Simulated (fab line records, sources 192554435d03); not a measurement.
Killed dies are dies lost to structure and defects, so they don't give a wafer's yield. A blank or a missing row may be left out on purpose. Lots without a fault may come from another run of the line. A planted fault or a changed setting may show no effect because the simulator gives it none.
Which tool did it? | flow n5_finfet | 24 lots, 72 wafers sampled, at 1 step of a route of 1938

WHAT THE GAUGES READ, wafer by wafer
N5_BEOL_M15_THK_MEAS_01.
lot  | measured     | on            | M15_ILD_THK (nm)
L074 | day 11 05:25 | film_metro-01 | 1647 1658 1663
L075 | day 12 04:44 | film_metro-02 | 1613 1657 1633
L076 | day 12 14:42 | film_metro-02 | 1607 1641 1633
L077 | day 12 18:07 | film_metro-01 | 1625 1632 1654
L078 | day 13 00:27 | film_metro-01 | 1645 1615 1672
L080 | day 13 16:37 | film_metro-01 | 1627 1607 1639
L079 | day 13 17:43 | film_metro-01 | 1634 1630 1637
L082 | day 13 23:29 | film_metro-01 | 1607 1629 1635
L085 | day 13 23:52 | film_metro-01 | 1624 1592 1624
L081 | day 14 02:57 | film_metro-02 | 1625 1655 1635
L083 | day 14 10:40 | film_metro-01 | 1646 1631 1653
L084 | day 14 11:26 | film_metro-01 | 1617 1624 1641
L087 | day 14 13:22 | film_metro-01 | 1582 1620 1646
L088 | day 14 18:32 | film_metro-01 | 1618 1650 1626
L086 | day 14 19:26 | film_metro-02 | 1606 1617 1628
L089 | day 15 19:32 | film_metro-02 | 1634 1637 1623
L090 | day 16 06:01 | film_metro-02 | 1601 1597 1631
L091 | day 16 09:22 | film_metro-02 | 1613 1650 1656
L093 | day 16 15:58 | film_metro-01 | 1607 1566 1598
L094 | day 16 16:06 | film_metro-02 | 1629 1666 1628
L092 | day 16 16:40 | film_metro-02 | 1608 1619 1629
L095 | day 17 18:02 | film_metro-02 | 1610 1645 1613
L096 | day 18 08:46 | film_metro-01 | 1655 1638 1655
L097 | day 18 08:57 | film_metro-01 | 1606 1641 1673

WHICH TOOL RAN EACH LOT (tool, then ch and the chambers of the sampled wafers, then the start)
The record holds no process step before these readings.

WHAT THE TOOLS THEMSELVES READ (means of the sampled wafers that have a number; where no wafer has one, the mark that the record gives instead)
The record holds no such reading with a usual standard deviation.

THE ANSWER, worked out from the rows above alone
Rule: what is usual is taken from the lots themselves. Put in order of their means at a reading, lots are off if they are a third of the lots or fewer, leave a main group of 4 or more, and stand apart from it by a gap of 3 or more times the standard deviation of the main group's means; of several such gaps the widest counts. A main group whose means are all the same, to the digits that the tables above print for the reading, isn't used. A lot without any number at a reading at which 4 lots or more have one is off too. The other lots that the step has rows for count as sound. The gauges are gone through in route order, then the tools' own readings, and for those a lot's mean is taken as printed above. The first step at which some lot is off is used, and at that step the reading that is off furthest; a lot without a number counts as furthest.
No lot is off at any reading shown: from this, nothing can be told.

WHAT THE SIMULATOR HAD PUT IN
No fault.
